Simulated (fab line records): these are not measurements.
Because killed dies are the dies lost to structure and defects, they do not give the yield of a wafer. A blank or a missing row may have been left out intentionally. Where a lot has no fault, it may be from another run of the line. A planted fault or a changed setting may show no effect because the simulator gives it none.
fab line records	flow n5_finfet
record: lots: 7	wafers: 19	last_day: 19
route steps=1938 shown BEOL_M2@889 BEOL_M4@1111 PASSIVATION@1936
lots that met no fault: from a run of the same line without faults
start_h: the number of hours between the record's first day and the start of the first shown wafer of the lot	wait_h: hours elapsed since this lot's preceding step	" unchanged from the row above	L1.1+2: a row that stands for several wafers	- no value present, or no start provided	* or withheld: withheld	< > ~ a bound
route shown NAME@n: a module of which the file shows steps, and the number in the route of the first	usual: the fault-free wafers' mean and standard deviation	same: alike in all rows	chamber/n: place in a boat	sites: the reading at each site	_std_site: their standard deviation	_edge_site: outer sites' mean less inner sites'	radius_mm: how far each site lies from the wafer's centre	mask NAME#n: copy n	behind: the last tool/chamber to shape the wafer	hold: why the lot was held/for how many hours/how that ended	device: whichever transistor did not switch (one of n, p or np)	end of line: the tests these same wafers got at the end of their route	a step without rows: its recipe alone	killed: dies lost to structure and defects at the first sort, not the wafer's yield	map: the dies of a wafer, with x for killed, . for not killed, _ for no die there
set.NAME: the setting that was run; set.NAME@STEP: the one run at that earlier step	model.NAME: the simulator's own value behind a step, which no gauge read
lots seen at some steps along the route; tables by step, rows by wafer
services: a tool's chamber out of use, with start hour (start_h, from the record's first day; less than 0 if before it), hours out, and reason
== steps ==
step: N5_BEOL_M2_STRIP_36
recipe: chemistry: N2/H2	power_w: 450	temp_c: 40	pressure_mtorr: 20	rf_frequency_hz: 6e+07	overash_fraction: 0.3	bias_power_w: 7	h2_frac: 0.5	n2_flow_sccm: 200	h2_flow_sccm: 200
step: N5_BEOL_M2_TRENCH_ETCH_37
recipe: chemistry: C4F6/O2	target_depth_a: 555.55	target: SiOC	time_s: 29.2	ion_energy_ev: 250	pressure_mtorr: 30	source_w: 355	bias_w: 185	Ar_flow_sccm: 300	C4F6_flow_sccm: 10	O2_flow_sccm: 10
usual: drypump_motor_current_A: 5.8/0.45	oes_product_au: 0.75/0.077	rf_vpp_V: 669/4.9	showerhead_plenum_p_Torr: 2.86/0.049	throttle_valve_pct: 20.86/0.18
lot.wafer	tool	chamber	start_h	wait_h	drypump_motor_current_A	oes_product_au	rf_hours_counter_h	rf_vpp_V	showerhead_plenum_p_Torr	throttle_valve_pct
L904.3	rie_diel-04	2	-	-	6.2	0.73	193	668	2.82	20.83
L904.4	"	0	"	"	6.0	0.67	233	665	2.81	20.72
L904.6	"	1	"	"	5.3	0.70	-	674	2.93	20.83
L907.3	rie_diel-04	3	-	-	5.3	0.67	232	655	2.93	21.07
L907.4	"	1	"	"	5.3	0.70	224	672	2.93	20.85
L907.6	"	0	"	"	6.0	0.67	-	666	2.80	20.74
L915.2	rie_diel-02	1	-	-	5.7	0.70	208	675	2.83	21.05
L915.4	"	0	"	"	6.2	0.81	-	674	2.87	20.79
L917.3	rie_diel-04	0	-	-	6.0	0.95	1	665	2.80	20.40
L917.5	"	1	"	"	5.3	0.68	-	673	2.92	20.87
L918.2	rie_diel-04	2	-	-	6.2	0.71	221	667	2.81	20.87
L918.5	"	2	"	"	6.2	0.70	-	667	2.81	20.85
L918.6	"	1	"	"	5.3	0.67	-	673	2.92	20.86
L906.3	rie_diel-02	0	-	-	6.2	0.80	109	672	2.86	20.81
L906.4	"	3	"	"	5.8	0.95	11	668	2.90	20.66
L906.5	"	3	"	"	5.8	0.95	-	666	2.90	20.66
L924.3	rie_diel-02	1	-	-	5.7	0.69	225	673	2.83	21.08
L924.4	"	0	"	"	6.2	0.79	111	673	2.86	20.82
L924.5	"	1	"	"	5.7	0.70	-	672	2.83	21.08
step: N5_BEOL_M2_ETCH_41
recipe: chemistry: CH3F/O2	target: SiCN	target_depth_a: 299	taper_deg: 2	time_s: 52.5	ion_energy_ev: 120	mask_material: TiN	pressure_mtorr: 30	source_w: 395	bias_w: 75	Ar_flow_sccm: 150	CH3F_flow_sccm: 30	O2_flow_sccm: 20
usual: drypump_motor_current_A: 5.8/0.45	oes_product_au: 0.75/0.077	rf_vpp_V: 297.3/1	showerhead_plenum_p_Torr: 2.01/0.036	throttle_valve_pct: 16.34/0.18
lot.wafer	tool	chamber	start_h	wait_h	drypump_motor_current_A	oes_product_au	rf_hours_counter_h	rf_vpp_V	showerhead_plenum_p_Torr	throttle_valve_pct
L904.3	rie_diel-04	2	-	-	6.3	0.73	193	297.6	1.98	16.35
L904.4	"	0	"	"	6.0	0.66	233	297.1	1.97	16.27
L904.6	"	1	"	"	5.4	0.69	-	298.5	2.06	16.35
L907.3	rie_diel-04	3	-	-	5.3	0.67	232	299.3	2.06	16.56
L907.4	"	1	"	"	5.3	0.69	225	298.3	2.06	16.34
L907.6	"	0	"	"	6.0	0.66	-	294.9	1.97	16.28
L915.2	rie_diel-02	1	-	-	5.6	0.71	208	295.0	1.99	16.53
L915.4	"	0	"	"	6.2	0.82	-	297.2	2.01	16.25
L917.3	rie_diel-04	0	-	-	6.0	0.97	1	297.8	1.97	15.86
L917.5	"	1	"	"	5.3	0.67	-	297.0	2.05	16.39
L918.2	rie_diel-04	2	-	-	6.2	0.70	221	297.0	1.97	16.38
L918.5	"	2	"	"	6.2	0.71	-	298.1	1.97	16.39
L918.6	"	1	"	"	5.4	0.67	-	297.9	2.05	16.40
L906.3	rie_diel-02	0	-	-	6.3	0.80	109	298.2	2.01	16.28
L906.4	"	3	"	"	5.8	0.95	11	299.1	2.04	16.08
L906.5	"	3	"	"	5.8	0.94	-	298.1	2.04	16.07
L924.3	rie_diel-02	1	-	-	5.7	0.70	225	297.0	1.98	16.54
L924.4	"	0	"	"	6.2	0.79	111	297.2	2.01	16.29
L924.5	"	1	"	"	5.7	0.70	-	295.6	1.98	16.54
step: N5_BEOL_M2_STRIP_97
recipe: chemistry: N2/H2	time_s: 10	power_w: 450	temp_c: 40	pressure_mtorr: 20	rf_frequency_hz: 6e+07	bias_power_w: 7	n2_flow_sccm: 200	h2_flow_sccm: 200
step: N5_BEOL_M2_OCD_MEAS_38
usual: trench_depth_nm: 55.5/0.67
lot.wafer	tool	chamber	start_h	wait_h	trench_depth_nm
L904.3	ocd-01	-	204.07	-	54.9
L904.4	"	-	"	"	54.7
L904.6	"	-	"	"	55.4
L907.3	ocd-02	-	222.22	-	55.1
L907.4	"	-	"	"	55.2
L907.6	"	-	"	"	54.7
L915.2	ocd-02	-	258.89	-	54.6
L915.4	"	-	"	"	55.5
L917.3	ocd-01	-	268.73	-	56.3
L917.5	"	-	"	"	54.7
L918.2	ocd-01	-	275.13	-	54.1
L918.5	"	-	"	"	55.0
L918.6	"	-	"	"	54.1
L906.3	ocd-02	-	296.89	-	55.9
L906.4	"	-	"	"	56.0
L906.5	"	-	"	"	56.5
L924.3	ocd-01	-	301.51	-	54.6
L924.4	"	-	"	"	55.3
L924.5	"	-	"	"	55.6
step: N5_BEOL_M2_HM_STRIP_39
recipe: chemistry: peroxide_tin_strip	material: TiN	target_depth_a: 250	temp_c: 50	time_s: 158
step: N5_BEOL_M2_SRD_40
recipe: time_s: 30	temp_c: 23	rinse_liquid: diw	dry: ipa_marangoni
step: N5_BEOL_M2_PRECLEAN_42
recipe: chemistry: residue_remover	time_s: 60	temp_c: 40
step: N5_BEOL_M2_SRD_43
recipe: time_s: 30	temp_c: 23	rinse_liquid: diw	dry: ipa_marangoni
step: N5_BEOL_M2_CD_MEAS_35
recipe: target_cd_nm: 18	target_cd_y_nm: 22.2	polarity: opening
usual: cd_nm: 18.07/0.29
lot.wafer	tool	chamber	start_h	wait_h	cd_nm
L904.3	cd_sem-01	-	204.22	0.0	18.53
L904.4	"	-	"	"	17.95
L904.6	"	-	"	"	18.46
L907.3	cd_sem-03	-	222.38	0.0	18.40
L907.4	"	-	"	"	18.33
L907.6	"	-	"	"	18.77
L915.2	cd_sem-02	-	259.05	0.0	17.80
L915.4	"	-	"	"	18.07
L917.3	cd_sem-01	-	268.89	0.0	18.65
L917.5	"	-	"	"	18.37
L918.2	cd_sem-03	-	275.28	0.0	18.19
L918.5	"	-	"	"	18.13
L918.6	"	-	"	"	18.02
L906.3	cd_sem-01	-	297.05	0.0	17.94
L906.4	"	-	"	"	18.41
L906.5	"	-	"	"	17.93
L924.3	cd_sem-03	-	301.66	0.0	18.17
L924.4	"	-	"	"	18.12
L924.5	"	-	"	"	17.87
step: N5_BEOL_M2_DEGAS_44
recipe: ambient: vacuum	temp_c: 250	time_s: 60
usual: heater_power_w: 334/27
lot.wafer	tool	chamber	start_h	wait_h	heater_power_w
L904.3	pvd_sputter-02	-	204.51	0.3	315
L904.4	"	-	"	"	343
L904.6	"	-	"	"	343
L907.3	pvd_sputter-01	-	222.42	0.0	335
L907.4	"	-	"	"	294
L907.6	"	-	"	"	374
L915.2	pvd_sputter-02	-	259.22	0.2	349
L915.4	"	-	"	"	339
L917.3	pvd_sputter-01	-	269.03	0.1	339
L917.5	"	-	"	"	332
L918.2	pvd_sputter-03	-	275.68	0.4	367
L918.5	"	-	"	"	293
L918.6	"	-	"	"	358
L906.3	pvd_sputter-03	-	297.37	0.3	293
L906.4	"	-	"	"	361
L906.5	"	-	"	"	350
L924.3	pvd_sputter-01	-	301.88	0.2	363
L924.4	"	-	"	"	325
L924.5	"	-	"	"	286
step: N5_BEOL_M2_PRE_CLEAN_45
recipe: gas: H2/He	time_s: 30	temp_c: 250
usual: heater_power_w: 334/27
lot.wafer	tool	chamber	start_h	wait_h	heater_power_w
L904.3	pvd_sputter-02	-	204.55	0.0	310
L904.4	"	-	"	"	344
L904.6	"	-	"	"	326
L907.3	pvd_sputter-01	-	222.46	0.0	323
L907.4	"	-	"	"	290
L907.6	"	-	"	"	365
L915.2	pvd_sputter-02	-	259.26	0.0	341
L915.4	"	-	"	"	338
L917.3	pvd_sputter-01	-	269.07	0.0	329
L917.5	"	-	"	"	329
L918.2	pvd_sputter-03	-	275.72	0.0	368
L918.5	"	-	"	"	296
L918.6	"	-	"	"	357
L906.3	pvd_sputter-03	-	297.41	0.0	295
L906.4	"	-	"	"	370
L906.5	"	-	"	"	352
L924.3	pvd_sputter-01	-	301.92	0.0	366
L924.4	"	-	"	"	331
L924.5	"	-	"	"	296
step: N5_BEOL_M2_ALD_84
recipe: material: TaN	target_thk_a: *	temp_c: 275	ald_precursor_family: PDMAT	ald_co_reactant: NH3	pressure_torr: 3	carrier_flow_sccm: 1500	pulse_time_s: 2	purge_time_s: 3	co_reactant_purge_time_s: 2	co_reactant_pulse_time_s: 3	ald_cycles: 30	precursor_vessel_temp_c: 75	precursor_vessel_pressure_torr: 26.25	precursor_vessel_carrier_sccm: 1000
usual: ald_cycles: 30/0	heater_power_w: 428/29	precursor_vessel_carrier_sccm: 1000.0/2.8
lot.wafer	tool	chamber	start_h	wait_h	ald_cycles	heater_power_w	precursor_vessel_carrier_sccm	since_wet_clean_h
L904.3	ald_metal-02	3	204.61	0.0	30	464	1001.0	2944
L904.4	"	3	"	"	30	460	1004.8	-
L904.6	"	0	"	"	30	431	994.4	-
L907.3	ald_metal-03	3	222.55	0.1	30	448	1000.7	6039
L907.4	"	0	"	"	30	414	998.6	6039
L907.6	"	3	"	"	30	449	998.9	-
L915.2	ald_metal-03	1	259.32	0.0	30	376	998.5	6076
L915.4	"	2	"	"	32	437	999.8	6076
L917.3	ald_metal-03	2	269.14	0.0	30	433	1003.5	6086
L917.5	"	0	"	"	32	430	1000.5	-
L918.2	ald_metal-03	0	275.78	0.0	30	422	997.7	6093
L918.5	"	1	"	"	32	377	999.8	-
L918.6	"	0	"	"	30	417	1000.0	-
L906.3	ald_metal-02	0	297.70	0.3	30	443	993.4	3037
L906.4	"	2	"	"	30	412	998.2	3037
L906.5	"	3	"	"	30	465	997.1	-
L924.3	ald_metal-01	1	302.00	0.1	30	389	997.3	1503
L924.4	"	2	"	"	30	383	998.2	1503
L924.5	"	0	"	"	30	443	1001.8	-
step: N5_BEOL_M2_SURFACE_TREAT_85
recipe: gas: Ar	time_s: *	ion_energy_ev: *	ion_current_ma_cm2: 0.5	pressure_mtorr: *	ar_flow_sccm: 30
usual: throttle_valve_pct: *
lot.wafer	tool	chamber	start_h	wait_h	throttle_valve_pct
L904.3	pvd_sputter-03	-	205.07	0.4	*
L904.4	"	-	"	"	*
L904.6	"	-	"	"	*
L907.3	pvd_sputter-03	-	222.86	0.2	*
L907.4	"	-	"	"	*
L907.6	"	-	"	"	*
L915.2	pvd_sputter-03	-	259.55	0.1	*
L915.4	"	-	"	"	*
L917.3	pvd_sputter-03	-	269.52	0.3	*
L917.5	"	-	"	"	*
L918.2	pvd_sputter-03	-	276.06	0.2	*
L918.5	"	-	"	"	*
L918.6	"	-	"	"	*
L906.3	pvd_sputter-01	-	297.98	0.2	*
L906.4	"	-	"	"	*
L906.5	"	-	"	"	*
L924.3	pvd_sputter-01	-	302.23	0.1	*
L924.4	"	-	"	"	*
L924.5	"	-	"	"	*
step: N5_BEOL_M4_RC_MEAS_101
usual: DIBL_N: 36.0/1.3	DIBL_P: 36.2/1.7	IOFF_N: 0.155/0.024	IOFF_P: 0.21/0.034	ION_N: 674/9	ION_P: 463/7.1	SS_N: 71.4/0.5	SS_P: 73.4/0.57	VT_N: 250.0/2.8	VT_P: -251/3.2
lot.wafer	tool	chamber	start_h	wait_h	DIBL_N[mV/V]	DIBL_P[mV/V]	IOFF_N[nA/um]	IOFF_P[nA/um]	ION_N[uA/um]	ION_P[uA/um]	SS_N[mV/dec]	SS_P[mV/dec]	VT_N[mV]	VT_P[mV]
L904.3	prober-02	0	252.81	0.3	36.0	35.1	0.147	0.21	676	463	71.9	73.2	251.1	-249
L904.4	"	0	"	"	34.5	32.7	0.123	0.17	666	459	70.7	72.8	253.5	-251
L904.6	"	0	"	"	37.1	35.9	0.156	0.21	682	467	71.8	73.2	249.4	-250
L907.3	prober-02	0	266.12	0.3	36.2	36.6	0.155	0.21	678	466	71.7	74.1	250.0	-248
L907.4	"	0	"	"	34.7	34.7	0.128	0.18	679	466	71.3	73.0	250.6	-251
L907.6	"	0	"	"	36.4	36.1	0.148	0.20	679	470	72.3	73.0	248.2	-250
L915.2	prober-01	0	310.31	0.2	34.4	35.9	0.145	0.20	672	459	70.9	74.2	250.7	-252
L915.4	"	0	"	"	34.9	35.6	0.149	0.20	669	462	71.4	74.6	247.2	-250
L917.3	prober-02	0	319.60	0.3	35.7	34.6	0.131	0.18	661	455	71.0	73.5	254.8	-254
L917.5	"	0	"	"	36.5	35.8	0.143	0.20	667	463	71.7	73.8	253.3	-252
L918.2	prober-01	0	322.36	0.2	33.4	35.8	0.125	0.17	667	459	71.7	73.2	251.8	-253
L918.5	"	0	"	"	36.2	38.4	0.159	0.21	682	458	72.4	73.3	248.4	-250
L918.6	"	0	"	"	35.4	38.5	0.154	0.21	692	468	71.7	73.6	251.9	-250
L906.3	prober-02	0	347.60	0.3	36.5	37.7	0.170	0.21	685	462	71.5	74.0	247.0	-250
L906.4	"	0	"	"	37.6	38.7	0.187	0.23	672	460	71.6	74.2	249.8	-250
L906.5	"	0	"	"	37.2	37.9	0.179	0.21	671	457	71.6	73.6	248.8	-252
L924.3	prober-01	0	348.02	0.3	35.3	35.0	0.135	0.21	675	470	70.8	72.2	251.2	-252
L924.4	"	0	"	"	35.2	34.5	0.135	0.20	677	464	70.9	72.2	252.7	-250
L924.5	"	0	"	"	34.9	35.5	0.131	0.20	667	467	70.8	72.6	253.3	-247
step: N5_PASSIVATION_PROBE_49
usual: defect_limited_yield: 90.8/1.7	killed_at_M0_to_M3: 37/12	killed_at_M4_up: 15/5.6	killed_at_contacts: 13/6.9	killed_at_front_end: 40/11	killed_at_other: 4/3.2	killed_dies: 109/20	killed_open: 73/15	killed_short: 35/8.3	sort_bin_5_function: 5.4/1.1	sort_bin_6_memory: 3.5/0.73	sort_n_pass: 1071/20	sort_yield_pct: 90.8/1.7
same: gross_dies: 1180	killed_at_back_side: 0	sort_bin_4_leakage[%]: 0	sort_bin_8_speed[%]: 0
lot.wafer	tool	chamber	start_h	wait_h	defect_limited_yield[%]	killed_at_M0_to_M3	killed_at_M4_up	killed_at_contacts	killed_at_front_end	killed_at_other	killed_dies	killed_open	killed_short	sort_bin_5_function[%]	sort_bin_6_memory[%]	sort_n_pass	sort_yield_pct[%]
L904.3	prober-02	-	357.08	0.1	90.3	42	13	19	35	6	115	80	34	5.8	3.8	1065	90.3
L904.4	prober-02	-	357.13	0.2	93.1	20	14	19	26	3	82	54	25	2.9	3.7	1098	93.1
L904.6	prober-02	-	357.23	0.3	92.8	33	17	8	25	2	85	67	17	4.3	2.7	1095	92.8
L907.3	prober-02	-	376.44	0.1	92.2	33	17	6	30	6	92	64	24	4.3	3.3	1088	92.2
L907.4	prober-02	-	376.49	0.2	87.6	33	23	29	58	3	146	109	36	7.9	4.5	1034	87.6
L907.6	prober-02	-	376.59	0.3	89.7	51	10	9	49	3	122	86	34	6.4	3.6	1058	89.7
L917.3	prober-01	-	425.98	0.1	92.7	33	6	11	35	1	86	56	30	4.2	2.6	1094	92.7
L917.5	prober-01	-	426.08	0.2	93.3	34	11	15	18	1	79	47	31	4.2	2.1	1101	93.3
L918.2	prober-01	-	431.24	0.1	93.1	26	14	15	25	1	81	57	22	4.3	2.1	1099	93.1
L918.5	prober-01	-	431.39	0.2	91.2	30	21	11	41	1	104	73	31	5.0	3.7	1076	91.2
L918.6	prober-01	-	431.44	0.3	90.8	35	20	13	40	1	109	81	25	5.7	3.2	1071	90.8
L924.3	prober-02	-	454.35	0.1	91.9	24	17	15	38	2	96	57	37	4.2	3.6	1084	91.9
L924.4	prober-02	-	454.40	0.2	87.1	33	29	13	66	11	152	112	39	7.9	4.8	1028	87.1
L924.5	prober-02	-	454.45	0.2	86.9	47	8	20	72	8	155	103	52	7.8	4.8	1025	86.9
L906.3	prober-01	-	467.07	0.1	91.9	38	26	6	25	1	96	62	31	4.7	3.3	1084	91.9
L906.4	prober-01	-	467.12	0.2	91.4	46	17	9	24	5	101	73	27	4.8	3.6	1079	91.4
L906.5	prober-01	-	467.17	0.2	92.0	35	19	10	29	1	94	64	25	4.7	2.8	1086	92.0
killed by level:class
L904.3 MOL_CONTACT_COAG:geometric_particle:open=12 BEOL_M0_SAQP:geometric_particle:open=8 BEOL_M1:geometric_particle:open=8 BEOL_M2:geometric_particle:open=8 FIN_SAQP:geometric_particle:short=7 MOL_CONTACT_COAG:geometric_particle:short=7 BEOL_M3:geometric_particle:open=7 FIN_SAQP:geometric_particle:open=6
L904.4 MOL_CONTACT_COAG:geometric_particle:open=15 DUMMY_GATE:geometric_particle:open=9 BEOL_M3:geometric_particle:open=5 BEOL_M4:geometric_particle:open=5 BEOL_M0_SAQP:geometric_particle:short=5 DUMMY_GATE:geometric_particle:short=4 MOL_CONTACT_COAG:geometric_particle:short=4 BEOL_M8:geometric_particle:open=3
L904.6 DUMMY_GATE:geometric_particle:open=9 BEOL_M1:geometric_particle:open=9 FIN_SAQP:geometric_particle:open=6 MOL_CONTACT_COAG:geometric_particle:open=6 BEOL_M0:geometric_particle:open=6 BEOL_M0_SAQP:geometric_particle:short=5 BEOL_M8:geometric_particle:open=5 BEOL_M4:geometric_particle:open=4
L907.3 STI_FIN_REVEAL:geometric_particle:open=10 FIN_SAQP:geometric_particle:short=7 BEOL_M2:geometric_particle:open=6 FIN_SAQP:geometric_particle:open=5 BEOL_M0_SAQP:geometric_particle:open=5 BEOL_M1:geometric_particle:open=5 BEOL_M4:geometric_particle:open=5 MOL_CONTACT_COAG:geometric_particle:open=4
L907.4 FIN_SAQP:geometric_particle:open=20 MOL_CONTACT_COAG:geometric_particle:open=20 STI_FIN_REVEAL:geometric_particle:open=14 FIN_SAQP:geometric_particle:short=9 MOL_CONTACT_COAG:geometric_particle:short=9 BEOL_M2:geometric_particle:open=8 BEOL_M5:geometric_particle:open=7 BEOL_M1:geometric_particle:open=7
L907.6 FIN_SAQP:geometric_particle:open=11 STI_FIN_REVEAL:geometric_particle:open=11 FIN_SAQP:geometric_particle:short=10 BEOL_M0_SAQP:geometric_particle:open=10 BEOL_M2:geometric_particle:open=10 BEOL_M1:geometric_particle:open=9 BEOL_M3:geometric_particle:open=9 MOL_CONTACT_COAG:geometric_particle:open=7
L917.3 MOL_CONTACT_COAG:geometric_particle:open=10 FIN_SAQP:geometric_particle:short=9 BEOL_M0_SAQP:geometric_particle:open=9 FIN_SAQP:geometric_particle:open=7 BEOL_M2:geometric_particle:short=6 BEOL_M3:geometric_particle:open=6 BEOL_M2:geometric_particle:open=5 STARTING-WAFER:geometric_particle:short=4
L917.5 MOL_CONTACT_COAG:geometric_particle:open=14 BEOL_M2:geometric_particle:short=8 FIN_SAQP:geometric_particle:short=6 BEOL_M2:geometric_particle:open=6 BEOL_M5:geometric_particle:open=6 BEOL_M0_SAQP:geometric_particle:short=5 STI_FIN_REVEAL:geometric_particle:open=4 BEOL_M1:geometric_particle:open=4
L918.2 MOL_CONTACT_COAG:geometric_particle:open=14 BEOL_M0:geometric_particle:open=7 BEOL_M4:geometric_particle:open=7 STI_FIN_REVEAL:geometric_particle:open=6 GATE_CUT:geometric_particle:short=6 BEOL_M0_SAQP:geometric_particle:open=6 FIN_SAQP:geometric_particle:short=5 BEOL_M3:geometric_particle:open=4
L918.5 FIN_SAQP:geometric_particle:open=9 MOL_CONTACT_COAG:geometric_particle:open=9 STI_FIN_REVEAL:geometric_particle:open=7 BEOL_M2:geometric_particle:open=7 FIN_SAQP:geometric_particle:short=6 BEOL_M4:geometric_particle:open=6 GATE_CUT:geometric_particle:open=5 BEOL_M0_SAQP:geometric_particle:open=5
L918.6 FIN_SAQP:geometric_particle:open=14 MOL_CONTACT_COAG:geometric_particle:open=13 BEOL_M4:geometric_particle:open=9 BEOL_M2:geometric_particle:open=9 BEOL_M1:geometric_particle:open=8 FIN_SAQP:geometric_particle:short=7 BEOL_M0:geometric_particle:open=6 STI_FIN_REVEAL:geometric_particle:open=5
L924.3 MOL_CONTACT_COAG:geometric_particle:open=12 STI_FIN_REVEAL:geometric_particle:open=9 BEOL_M0_SAQP:geometric_particle:short=8 FIN_SAQP:geometric_particle:short=7 BEOL_M4:geometric_particle:open=6 BEOL_M2:geometric_particle:open=5 BEOL_M0_SAQP:geometric_particle:open=5 FIN_SAQP:geometric_particle:open=4
L924.4 STI_FIN_REVEAL:geometric_particle:open=22 FIN_SAQP:geometric_particle:open=17 BEOL_M4:geometric_particle:open=15 MOL_CONTACT_COAG:geometric_particle:open=10 BEOL_M0_SAQP:geometric_particle:short=9 DUMMY_GATE:geometric_particle:open=8 BEOL_M2:geometric_particle:open=7 STI_FIN_REVEAL:geometric_particle:short=5
L924.5 STI_FIN_REVEAL:geometric_particle:open=26 MOL_CONTACT_COAG:geometric_particle:open=16 BEOL_M0_SAQP:geometric_particle:open=13 BEOL_M0_SAQP:geometric_particle:short=11 BEOL_M2:geometric_particle:open=11 FIN_SAQP:geometric_particle:short=10 FIN_SAQP:geometric_particle:open=7 STI_FIN_REVEAL:geometric_particle:short=7
L906.3 BEOL_M0_SAQP:geometric_particle:open=14 BEOL_M0_SAQP:geometric_particle:short=10 BEOL_M4:geometric_particle:open=8 GATE_CUT:geometric_particle:short=7 BEOL_M5:geometric_particle:open=7 DUMMY_GATE:geometric_particle:open=6 MOL_CONTACT_COAG:geometric_particle:open=5 BEOL_M2:geometric_particle:open=5
L906.4 BEOL_M1:geometric_particle:open=14 BEOL_M0_SAQP:geometric_particle:open=9 BEOL_M2:geometric_particle:open=9 MOL_CONTACT_COAG:geometric_particle:open=7 STI_FIN_REVEAL:geometric_particle:open=6 BEOL_M4:geometric_particle:open=6 DUMMY_GATE:geometric_particle:open=5 BEOL_M0_SAQP:geometric_particle:short=5
L906.5 BEOL_M1:geometric_particle:open=11 MOL_CONTACT_COAG:geometric_particle:open=8 STI_FIN_REVEAL:geometric_particle:open=7 BEOL_M4:geometric_particle:short=6 BEOL_M3:geometric_particle:open=5 GATE_CUT:geometric_particle:open=5 BEOL_M2:geometric_particle:open=5 BEOL_M5:geometric_particle:open=5
== services ==
tool	chamber	start_h	hours	kind
rie_diel-02	-	187.57	0.5	repair
ald_metal-02	-	198.58	0.5	repair
ald_metal-02	2	200.19	24.2	repair
rie_diel-02	1	217.15	5.2	repair
rie_diel-04	3	230.56	7.6	repair
rie_diel-02	3	237.75	-	clean
rie_diel-02	3	237.75	-	consumable_replace:esc
rie_diel-04	0	244.50	-	clean
rie_diel-04	0	244.50	-	consumable_replace:focus_ring
rie_diel-04	0	244.50	19.1	scheduled_down
rie_diel-04	0	244.50	19.1	vent_cycle
ald_metal-02	-	248.04	8.7	pm
rie_diel-04	2	263.68	2.8	repair
ald_metal-02	3	264.80	3.0	repair
rie_diel-04	3	271.32	-	clean
rie_diel-04	3	271.32	-	consumable_replace:focus_ring
rie_diel-04	3	271.32	13.8	scheduled_down
rie_diel-04	3	271.32	13.8	vent_cycle
rie_diel-04	-	278.67	4.3	pm
rie_diel-04	1	290.93	-	clean
rie_diel-04	1	290.93	-	consumable_replace:focus_ring
rie_diel-04	1	290.93	23.5	scheduled_down
rie_diel-04	1	290.93	23.5	vent_cycle
ald_metal-02	-	301.82	2.9	repair
== key ==
first_sign: step: N5_BEOL_M2_ALD_84	reading: ald_cycles	direction: up	sigmas: 99+	usual: *	struck: *
effect none on later readings
met_at N5_BEOL_M2_ALD_84
struck_wafers L915.4,L917.5,L918.5
onset_between 222.55 259.32
fault: kind: process_parameter_drift	tool: ald_metal-03	chamber: -	onset_h: 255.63	steps: N5_BEOL_M2_ALD_84	channel: ald_cycles	offset: *	shape: step	end_h: 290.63	scope: struck_wafers_only	acts_in: *	stated: *
